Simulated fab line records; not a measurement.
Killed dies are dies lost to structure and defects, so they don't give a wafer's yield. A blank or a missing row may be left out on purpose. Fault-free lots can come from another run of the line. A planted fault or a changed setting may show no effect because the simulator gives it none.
fab line records	flow nand-harc
record: lots: 6	wafers: 18	last-day: 24
route steps=1159 shown A_CHANNEL_HOLE_D1@480 A_CHANNEL_FILL_D1@490 END@1159
lots that met no fault: taken from a fault-free run of the same line
start-h: hours from the record's first day to the start of the lot's first wafer shown	wait-h: hours from the lot's prior step to this one	" identical to the entry in the row above	L1.1+2: a row that stands for several wafers	- no value, or no start given	* or withheld: withheld	< > ~ a bound
route shown NAME@n: names a module that has steps shown in the file, with the first one's number in the route	usual: average and standard deviation across the fault-free wafers	same: alike in all rows	chamber/n: place in a boat	sites: per-site readings	_std_site: the values' standard deviation	_edge_site: outer sites' mean less inner sites'	radius-mm: for every site, how far away it sits from the centre of the wafer	mask NAME#n: copy n	behind: the tool/chamber that last shaped the wafer	hold: why the lot went on hold/how many hours it stayed there/how the hold came to an end	device: the transistor (n, p or np) that didn't switch	end of line: at the end of the route, the tests of the same wafers	where a step has no rows: the recipe by itself	killed: count of dies lost to structure and defects at first sort (not the wafer's yield)	map: a wafer's dies, x killed, . not, _ none there
set.NAME: the setting the step ran with; set.NAME@STEP: the setting that earlier step ran with	model.NAME: the simulator's own value behind a step, which no gauge read
lots at some steps of the route; a table a step, a row a wafer
services: when a tool's chamber went out of use (start-h, in hours from the record's first day, below 0 if earlier), for how many hours, and the reason
== steps ==
step: NHARC_A_CHANNEL_HOLE_D1_STRIP_41
recipe: n2-flow-sccm: 150	h2-flow-sccm: 150	ar-flow-sccm: 0	bias-w: 0	chemistry: N2/H2
step: NHARC_A_CHANNEL_HOLE_D1_STRIP_42
recipe: cf4-flow-sccm: 100	chf3-flow-sccm: 30	ar-flow-sccm: 0	bias-w: 0	chemistry: CF4/CHF3
step: NHARC_A_CHANNEL_HOLE_D1_STRIP_43
recipe: o2-flow-sccm: 400	cos-flow-sccm: 20	ar-flow-sccm: 0	bias-w: 0	chemistry: O2/COS
step: NHARC_A_CHANNEL_HOLE_D1_ETCH_44
recipe: target-depth-a: 1400	overetch-a: 140	time-s: 77	ion-energy-ev: 100	cf4-flow-sccm: 80	o2-flow-sccm: 20	ar-flow-sccm: 0	rf-w: 300	bias-w: 100	chemistry: CF4/O2
usual: drypump-motor-current-A: 5.6/0.32	oes_ar_750_au: 1.000/0.0041	oes_o_777_au: 1.000/0.0042	oes-product-au: 0.998/0.01	rf-vpp-V: 198.0/1.4	showerhead-plenum-p-Torr: 1.35/0.055	throttle-valve-pct: 13.396/0.0083
lot.wafer	tool	chamber	start-h	wait-h	drypump-motor-current-A	oes_ar_750_au	oes_o_777_au	oes-product-au	rf-hours-counter-h	rf-vpp-V	showerhead-plenum-p-Torr	throttle-valve-pct
L415.3	rie-diel-08	1	227.07	0.1	5.5	1.009	0.997	0.984	6	196.9	1.34	13.392
L415.6	"	1	"	"	5.5	1.001	1.006	0.979	-	197.7	1.34	13.403
L415.5	"	2	"	"	5.3	0.996	0.999	1.006	-	197.1	1.29	13.384
L423.4	rie-diel-04	1	284.62	0.1	5.1	1.003	0.996	0.986	10	200.1	1.42	13.408
L423.3	"	2	"	"	6.0	1.000	0.997	1.001	12	197.3	1.34	13.404
L423.5	"	0	"	"	5.8	1.003	0.996	1.015	-	198.3	1.34	13.390
L422.2	rie-diel-04	3	288.43	0.1	5.4	0.997	1.002	0.980	11	196.2	1.26	13.411
L422.1	"	0	"	"	5.8	1.007	1.002	0.999	10	198.3	1.34	13.394
L422.3	"	1	"	"	5.1	1.005	0.995	0.986	10	200.1	1.42	13.405
L425.4	rie-diel-12	2	292.38	0.0	5.3	1.006	1.000	0.997	6	200.1	1.40	13.385
L425.1	"	0	"	"	5.9	1.006	1.000	1.005	7	196.0	1.27	13.400
L425.5	"	2	"	"	5.3	1.000	0.999	0.989	-	198.3	1.40	13.392
L426.3	rie-diel-08	3	294.20	0.0	6.0	1.000	0.993	1.001	12	199.7	1.41	13.390
L426.4	"	1	"	"	5.6	1.009	1.004	0.992	11	197.5	1.34	13.408
L426.1	"	2	"	"	5.3	1.001	1.007	1.018	11	197.2	1.29	13.394
L427.3	rie-diel-12	0	296.56	0.1	5.9	1.004	0.999	0.993	7	195.0	1.27	13.388
L427.5	"	2	"	"	5.3	0.996	0.998	0.990	-	200.5	1.40	13.388
L427.6	"	3	"	"	5.2	0.992	1.002	1.013	-	197.8	1.34	13.408
step: NHARC_A_CHANNEL_HOLE_D1_STRIP_27
recipe: o2-flow-sccm: 500	ar-flow-sccm: 0	bias-w: 0	chemistry: O2
usual: drypump-motor-current-A: 5.6/0.31	oes-product-au: 0.999/0.01	rf-vpp-V: 57.9/0.86	showerhead-plenum-p-Torr: 3.55/0.14	throttle-valve-pct: 17.038/0.0094
lot.wafer	tool	chamber	start-h	wait-h	drypump-motor-current-A	oes-product-au	rf-hours-counter-h	rf-vpp-V	showerhead-plenum-p-Torr	throttle-valve-pct
L415.3	rie-diel-08	3	-	-	6.0	1.004	6	59.0	3.73	17.042
L415.5	"	1	"	"	5.5	0.975	-	58.5	3.54	17.054
L415.6	"	2	"	"	5.3	1.003	-	57.1	3.42	17.033
L423.3	rie-diel-04	1	-	-	5.1	0.986	10	58.9	3.76	17.039
L423.4	"	2	"	"	6.0	1.009	12	58.1	3.55	17.032
L423.5	"	0	"	"	5.8	1.011	-	57.6	3.53	17.034
L422.3	rie-diel-04	2	-	-	6.0	1.010	12	57.8	3.55	17.024
L422.1	"	0	"	"	5.8	1.010	10	57.5	3.53	17.052
L422.2	"	1	"	"	5.1	0.977	10	59.1	3.76	17.037
L425.1	rie-diel-12	1	-	-	5.9	0.994	6	58.1	3.56	17.019
L425.4	"	0	"	"	5.9	0.999	7	58.8	3.35	17.034
L425.5	"	2	"	"	5.3	0.992	-	58.4	3.68	17.057
L426.3	rie-diel-08	0	-	-	5.6	1.005	11	59.6	3.78	17.050
L426.1	"	2	"	"	5.3	1.017	11	57.5	3.42	17.033
L426.4	"	3	"	"	6.0	1.000	12	58.1	3.72	17.038
L427.3	rie-diel-12	1	-	-	5.8	0.988	6	58.5	3.56	17.039
L427.6	"	2	"	"	5.4	0.986	-	58.2	3.69	17.048
L427.5	"	3	"	"	5.2	0.999	-	56.6	3.53	17.030
step: NHARC_A_CHANNEL_HOLE_D1_PRECLEAN_28
recipe: time-s: *	temp-c: 50	bath-age-min: 0	chemistry: SC1
step: NHARC_A_CHANNEL_HOLE_D1_SRD_29
step: NHARC_A_CHANNEL_HOLE_D1_CD_MEAS_30
usual: cd-nm: 90.1/1.2
lot.wafer	tool	chamber	start-h	wait-h	cd-nm
L415.3	cd-sem-01	-	227.99	-	90.3
L415.5	"	-	"	"	89.1
L415.6	"	-	"	"	89.7
L423.3	cd-sem-03	-	285.44	-	90.4
L423.4	"	-	"	"	91.4
L423.5	"	-	"	"	88.6
L422.1	cd-sem-02	-	289.22	-	88.6
L422.2	"	-	"	"	87.9
L422.3	"	-	"	"	89.7
L425.1	cd-sem-01	-	293.18	-	89.5
L425.4	"	-	"	"	88.9
L425.5	"	-	"	"	89.2
L426.1	cd-sem-02	-	295.02	-	90.8
L426.3	"	-	"	"	90.2
L426.4	"	-	"	"	91.0
L427.3	cd-sem-01	-	297.39	0.1	90.5
L427.5	"	-	"	"	88.9
L427.6	"	-	"	"	89.7
step: NHARC_A_CHANNEL_HOLE_D1_XSEM_31
recipe: landing-energy-ev: 35000
usual: bot-cd-nm: 74.9/1.3	bow-nm: 8.59/0.24	tilt-deg: 0.08/0.031
lot.wafer	tool	chamber	start-h	wait-h	bot-cd-nm	bow-nm	tilt-deg
L415.3	xsem-02	0	228.09	0.1	74.1	8.81	0.13
L415.5	"	0	"	"	72.3	8.88	0.13
L415.6	"	0	"	"	73.8	8.85	0.13
L423.3	xsem-02	0	285.53	0.1	75.7	8.80	0.07
L423.4	"	0	"	"	77.2	8.90	0.08
L423.5	"	0	"	"	73.3	8.93	0.07
L422.1	xsem-01	0	289.31	0.1	72.8	8.54	0.08
L422.2	"	0	"	"	72.6	8.58	0.08
L422.3	"	0	"	"	74.4	8.49	0.08
L425.1	xsem-02	0	293.27	0.1	73.4	8.63	0.12
L425.4	"	0	"	"	73.7	8.61	0.12
L425.5	"	0	"	"	74.2	8.57	0.12
L426.1	xsem-01	0	295.10	0.1	75.7	8.54	0.06
L426.3	"	0	"	"	74.9	8.40	0.06
L426.4	"	0	"	"	76.4	8.37	0.06
L427.3	xsem-02	0	297.48	0.1	74.6	8.79	0.11
L427.5	"	0	"	"	73.2	8.87	0.11
L427.6	"	0	"	"	73.8	8.76	0.11
step: NHARC_A_CHANNEL_HOLE_D1_INSPECT_40
usual: raw-defect-count: 63/19
lot.wafer	tool	chamber	start-h	wait-h	raw-defect-count
L415.3	defect-inspect-02	-	228.18	-	55
L415.5	"	-	"	"	49
L415.6	"	-	"	"	58
L423.3	defect-inspect-02	-	285.62	-	72
L423.4	"	-	"	"	68
L423.5	"	-	"	"	89
L422.1	defect-inspect-01	-	289.42	-	55
L422.2	"	-	"	"	76
L422.3	"	-	"	"	71
L425.1	defect-inspect-02	-	293.37	-	68
L425.4	"	-	"	"	55
L425.5	"	-	"	"	47
L426.1	defect-inspect-02	-	295.20	-	50
L426.3	"	-	"	"	78
L426.4	"	-	"	"	64
L427.3	defect-inspect-02	-	297.57	-	88
L427.5	"	-	"	"	71
L427.6	"	-	"	"	70
step: NHARC_A_CHANNEL_FILL_D1_PRECLEAN_00
recipe: time-s: *	temp-c: 50	bath-age-min: 0	chemistry: SC1
step: NHARC_A_CHANNEL_FILL_D1_SRD_01
step: NHARC_A_CHANNEL_FILL_D1_ALD_02
recipe: target-thk-a: 60	pulse-time-s: 10	ald-cycles: 60	temp-c: 300	material: SiO2
usual: ald-cycles: 60/0	heater-power-outer-w: 251/27	heater-power-w: 457/44	precursor-pulse-height-rel: 1.000/0.019
lot.wafer	tool	chamber	start-h	wait-h	ald-cycles	heater-power-outer-w	heater-power-w	precursor-pulse-height-rel
L415.3	ald-hk-04	2	228.38	-	60	225	419	1.007
L415.6	"	2	"	"	60	225	424	0.993
L415.5	"	3	"	"	60	213	406	0.981
L423.4	ald-hk-01	3	285.83	-	-	-	-	-
L423.3	"	0	"	"	-	-	-	-
L423.5	"	3	"	"	-	-	-	-
L422.1	ald-hk-04	2	289.62	-	-	-	-	-
L422.3	"	3	"	"	-	-	-	-
L422.2	"	1	"	"	-	-	-	-
L425.4	ald-hk-04	3	294.88	-	60	215	399	1.020
L425.1	"	1	"	"	60	290	522	0.998
L425.5	"	3	"	"	60	209	399	1.029
L426.3	ald-hk-04	3	295.40	-	60	207	391	1.010
L426.4	"	1	"	"	60	289	518	1.001
L426.1	"	2	"	"	60	225	413	0.988
L427.3	ald-hk-04	2	297.91	-	60	226	410	1.026
L427.5	"	0	"	"	60	245	486	0.989
L427.6	"	1	"	"	60	291	517	0.972
step: NHARC_A_CHANNEL_FILL_D1_ALD_03
recipe: target-thk-a: 60	pulse-time-s: 60	ald-cycles: 58	temp-c: 630	pressure-torr: 2	material: SiNx
usual: chamber-pressure-Torr: 2.000/0.0042	precursor-pulse-height-rel: 1.003/0.021
same: ald-cycles: 58
lot.wafer	tool	chamber	start-h	wait-h	chamber-pressure-Torr	precursor-pulse-height-rel
L415.3	ald-sin-batch-03	0	-	-	2.002	1.034
L415.5	"	0	"	"	1.997	0.963
L415.6	"	0	"	"	2.002	0.977
L423.3	ald-sin-batch-01	0	-	-	2.005	0.970
L423.4	"	0	"	"	2.003	1.005
L423.5	"	0	"	"	1.999	0.978
L422.1	ald-sin-batch-03	0	-	-	2.006	0.971
L422.2	"	0	"	"	2.000	1.002
L422.3	"	0	"	"	2.013	0.978
L425.1	ald-sin-batch-02	0	-	-	2.000	0.983
L425.4	"	0	"	"	2.000	0.983
L425.5	"	0	"	"	2.000	0.991
L426.1	ald-sin-batch-02	0	-	-	1.997	0.980
L426.3	"	0	"	"	1.997	0.997
L426.4	"	0	"	"	1.991	0.980
L427.3	ald-sin-batch-03	0	-	-	1.997	1.016
L427.5	"	0	"	"	1.992	0.998
L427.6	"	0	"	"	1.997	1.030
step: NHARC_END_SORT_01
recipe: temp-c: 25
usual: killed-at-array: 25/9.5	killed-at-other: 0.8/1.2	killed-at-periphery: 3.4/2.2	killed-dies: 29/10	killed-open: 3.3/1.8	killed-short: 2.1/1.4
same: gross-dies: 677
lot.wafer	tool	chamber	start-h	wait-h	killed-at-array	killed-at-other	killed-at-periphery	killed-dies	killed-open	killed-short
L423.3	prober-02	0	550.85	3.1	673	0	4	677	2	2
L423.4	prober-02	0	551.64	3.4	670	2	5	677	4	5
L423.5	prober-02	0	552.43	3.7	672	1	4	677	5	1
L422.1	prober-01	0	553.50	2.5	674	0	3	677	2	2
L422.2	prober-01	0	554.29	2.8	675	0	2	677	4	2
L422.3	prober-01	0	555.08	3.1	673	2	2	677	3	6
L425.1	prober-02	0	558.23	2.5	29	0	0	29	1	2
killed by level:class
L423.3 A_CHANNEL_FILL_D1:area-ald=637 A_CHANNEL_HOLE_D1:chamber-film-flake=17 A_SLIT:chamber-film-flake=13 A_CONTACT:chamber-film-flake=3 P_GATE:chamber-film-flake=2 P_CONTACT:geometric-particle:open=1 A_CHANNEL_FILL_D1:geometric-particle:short=1 A_WL_FILL:geometric-particle:short=1
L423.4 A_CHANNEL_FILL_D1:area-ald=623 A_CHANNEL_HOLE_D1:chamber-film-flake=23 A_SLIT:chamber-film-flake=7 A_CONTACT:chamber-film-flake=5 P_M2:chamber-film-flake=3 A_ONON_D1:geometric-particle:short=2 A_ONON_D1:geometric-particle:open=2 A_CHANNEL_FILL_D1:geometric-particle:short=2
L423.5 A_CHANNEL_FILL_D1:area-ald=631 A_CHANNEL_HOLE_D1:chamber-film-flake=22 A_SLIT:chamber-film-flake=8 A_CONTACT:chamber-film-flake=4 P_GATE:chamber-film-flake=2 P_M2:chamber-film-flake=2 A_ONON_D1:geometric-particle:open=1 A_CHANNEL_FILL_D1:geometric-particle:short=1
L422.1 A_CHANNEL_FILL_D1:area-ald=666 A_STAIRCASE:chamber-film-flake=2 A_CONTACT:chamber-film-flake=2 P_CONTACT:geometric-particle:short=1 P_M0:geometric-particle:open=1 A_CONTACT:geometric-particle:open=1 A_M1:geometric-particle:short=1 P_GATE:chamber-film-flake=1
L422.2 A_CHANNEL_FILL_D1:area-ald=653 A_CHANNEL_HOLE_D1:chamber-film-flake=6 A_CONTACT:chamber-film-flake=4 A_STAIRCASE:chamber-film-flake=3 A_ZERO_WELL:chamber-film-flake=2 P_CONTACT:geometric-particle:short=1 P_CONTACT:geometric-particle:open=1 A_CHANNEL_FILL_D1:geometric-particle:short=1
L422.3 A_CHANNEL_FILL_D1:area-ald=653 A_CHANNEL_HOLE_D1:chamber-film-flake=4 A_STAIRCASE:chamber-film-flake=4 A_CHANNEL_FILL_D1:geometric-particle:short=3 A_WL_FILL:chamber-film-flake=2 THIN_TSV:chamber-film-flake=2 P_CONTACT:geometric-particle:short=1 A_ONON_D1:geometric-particle:open=1
L425.1 A_CHANNEL_HOLE_D1:chamber-film-flake=20 A_CONTACT:chamber-film-flake=3 A_ONON_D1:geometric-particle:open=1 A_CHANNEL_HOLE_D1:geometric-particle:short=1 A_WL_FILL:geometric-particle:short=1 A_STAIRCASE:chamber-film-flake=1 A_WL_FILL:chamber-film-flake=1 A_BLC:chamber-film-flake=1
map L422.1 (x killed, . not)
____________x____________
_________xxxxxxx_________
_______xxxxxxxxxxx_______
______xxxxxxxxxxxxx______
_____xxxxxxxxxxxxxxx_____
____xxxxxxxxxxxxxxxxx____
____xxxxxxxxxxxxxxxxx____
___xxxxxxxxxxxxxxxxxxx___
___xxxxxxxxxxxxxxxxxxx___
__xxxxxxxxxxxxxxxxxxxxx__
__xxxxxxxxxxxxxxxxxxxxx__
_xxxxxxxxxxxxxxxxxxxxxxx_
_xxxxxxxxxxxxxxxxxxxxxxx_
_xxxxxxxxxxxxxxxxxxxxxxx_
_xxxxxxxxxxxxxxxxxxxxxxx_
_xxxxxxxxxxxxxxxxxxxxxxx_
xxxxxxxxxxxxxxxxxxxxxxxxx
xxxxxxxxxxxxxxxxxxxxxxxxx
xxxxxxxxxxxxxxxxxxxxxxxxx
xxxxxxxxxxxxxxxxxxxxxxxxx
xxxxxxxxxxxxxxxxxxxxxxxxx
_xxxxxxxxxxxxxxxxxxxxxxx_
_xxxxxxxxxxxxxxxxxxxxxxx_
_xxxxxxxxxxxxxxxxxxxxxxx_
_xxxxxxxxxxxxxxxxxxxxxxx_
_xxxxxxxxxxxxxxxxxxxxxxx_
__xxxxxxxxxxxxxxxxxxxxx__
__xxxxxxxxxxxxxxxxxxxxx__
___xxxxxxxxxxxxxxxxxxx___
___xxxxxxxxxxxxxxxxxxx___
____xxxxxxxxxxxxxxxxx____
____xxxxxxxxxxxxxxxxx____
_____xxxxxxxxxxxxxxx_____
______xxxxxxxxxxxxx______
_______xxxxxxxxxxx_______
_________xxxxxxx_________
____________x____________
map L423.3 (x killed, . not)
____________x____________
_________xxxxxxx_________
_______xxxxxxxxxxx_______
______xxxxxxxxxxxxx______
_____xxxxxxxxxxxxxxx_____
____xxxxxxxxxxxxxxxxx____
____xxxxxxxxxxxxxxxxx____
___xxxxxxxxxxxxxxxxxxx___
___xxxxxxxxxxxxxxxxxxx___
__xxxxxxxxxxxxxxxxxxxxx__
__xxxxxxxxxxxxxxxxxxxxx__
_xxxxxxxxxxxxxxxxxxxxxxx_
_xxxxxxxxxxxxxxxxxxxxxxx_
_xxxxxxxxxxxxxxxxxxxxxxx_
_xxxxxxxxxxxxxxxxxxxxxxx_
_xxxxxxxxxxxxxxxxxxxxxxx_
xxxxxxxxxxxxxxxxxxxxxxxxx
xxxxxxxxxxxxxxxxxxxxxxxxx
xxxxxxxxxxxxxxxxxxxxxxxxx
xxxxxxxxxxxxxxxxxxxxxxxxx
xxxxxxxxxxxxxxxxxxxxxxxxx
_xxxxxxxxxxxxxxxxxxxxxxx_
_xxxxxxxxxxxxxxxxxxxxxxx_
_xxxxxxxxxxxxxxxxxxxxxxx_
_xxxxxxxxxxxxxxxxxxxxxxx_
_xxxxxxxxxxxxxxxxxxxxxxx_
__xxxxxxxxxxxxxxxxxxxxx__
__xxxxxxxxxxxxxxxxxxxxx__
___xxxxxxxxxxxxxxxxxxx___
___xxxxxxxxxxxxxxxxxxx___
____xxxxxxxxxxxxxxxxx____
____xxxxxxxxxxxxxxxxx____
_____xxxxxxxxxxxxxxx_____
______xxxxxxxxxxxxx______
_______xxxxxxxxxxx_______
_________xxxxxxx_________
____________x____________
== services ==
tool	chamber	start-h	hours	kind
ald-hk-04	0	203.15	-	clean
ald-hk-04	1	203.15	-	clean
ald-hk-04	2	203.15	-	clean
ald-hk-04	3	203.15	-	clean
rie-diel-12	1	204.12	9.4	repair
rie-diel-08	0	207.31	-	clean
rie-diel-08	1	207.31	-	clean
rie-diel-08	2	207.31	-	clean
rie-diel-08	3	207.31	-	clean
rie-diel-04	2	208.75	4.9	repair
rie-diel-12	0	211.40	-	clean
rie-diel-12	2	211.40	-	clean
rie-diel-12	3	211.40	-	clean
rie-diel-04	0	219.05	-	clean
rie-diel-04	1	219.05	-	clean
rie-diel-04	2	219.05	-	clean
rie-diel-04	3	219.05	-	clean
rie-diel-08	0	225.39	8.6	repair
ald-hk-01	-	228.00	10.0	pm
rie-diel-08	1	231.81	-	clean
rie-diel-08	2	231.81	-	clean
rie-diel-08	0	251.58	8.4	repair
rie-diel-04	3	275.71	4.1	repair
rie-diel-04	-	288.90	9.0	pm
== key ==
first-sign: step: NHARC_A_CHANNEL_FILL_D1_ALD_02	reading: tool-record	direction: missing
effect: step: NHARC_END_SORT_01	reading: killed-at-array	direction: up	sigmas: 68	usual: 25	struck: 673
more-kills-born-at: NHARC_A_CHANNEL_FILL_D1_ALD_02@ald-hk-04: 1972	NHARC_A_CHANNEL_FILL_D1_ALD_02@ald-hk-01: 1891
met-at NHARC_A_CHANNEL_FILL_D1_ALD_02
struck-wafers L422.1,L422.2,L422.3,L423.3,L423.4,L423.5
later-rows-left-out L422.1,L422.2,L422.3,L423.3,L423.4,L423.5
tester-left-out L422,L423
onset-between 228.38 285.83
fault: kind: skipped-step-whole	tool: ald-hk-01,ald-hk-04	chamber: -	onset-h: 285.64	steps: NHARC_A_CHANNEL_FILL_D1_ALD_02	scope: struck-lots-only
tester-left-out: of these lots the tester's yield and bins aren't shown, on N5 and GAA mostly nor the transistor test; their killed dies are dies lost to structure and defects alone, not to doping, threshold or leakage, so they don't give the yield
later-rows-left-out: the simulator's readings of these wafers behind a module that went badly wrong aren't trusted and aren't shown, but for the sort
